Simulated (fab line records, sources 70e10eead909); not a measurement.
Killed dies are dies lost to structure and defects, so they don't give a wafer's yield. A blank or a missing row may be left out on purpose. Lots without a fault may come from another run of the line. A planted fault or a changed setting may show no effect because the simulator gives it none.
Chamber matching | flow nand_harc | NHARC_A_STAIRCASE_DESCUM_312 on rie_diel-13: 4 sister chambers
The step chemistry O2, time 3 s. 4 wafers are shown with their chamber, then 8 later ones without.

WAFERS WITH THEIR CHAMBER
wafer  | chamber | drypump_motor_current_A (A)
L086.4 | 0       | 5.74
L086.5 | 3       | 5.44
L086.6 | 2       | 6.17
L092.3 | 1       | 5.61

WAFERS WITHOUT THEIR CHAMBER
wafer  | drypump_motor_current_A (A)
L092.4 | 5.43
L092.6 | 6.18
L094.1 | 5.43
L094.3 | 6.19
L094.4 | 5.74
L097.2 | 5.69
L097.4 | 5.65
L097.5 | 6.18

WHICH CHAMBER EACH WENT THROUGH
wafer  | from the rows above     | in truth
L092.4 | 3                       | 3
L092.6 | 2                       | 2
L094.1 | 3                       | 3
L094.3 | 2                       | 2
L094.4 | 0                       | 0
L097.2 | can't be placed: 0 or 1 | 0
L097.4 | 1                       | 1
L097.5 | 2                       | 2
Placed correctly: 7 of 8. Can't be placed from these rows: 1 (the true chamber is among the candidates in 1). Placed wrongly: 0.
How it was worked out, from the rows above alone: a wafer's distance from a chamber is the root of the sum, over the readings, of the square of ((its reading less the chamber's mean) divided by the reading's scatter). The wafer belongs to the nearest chamber; if the next one is less than 2 further off, it can't be placed. A chamber's mean is the mean of its shown wafers. The scatter: with one shown wafer a chamber, the root of the mean of the squares of how far each hidden wafer lies from its nearest shown one.
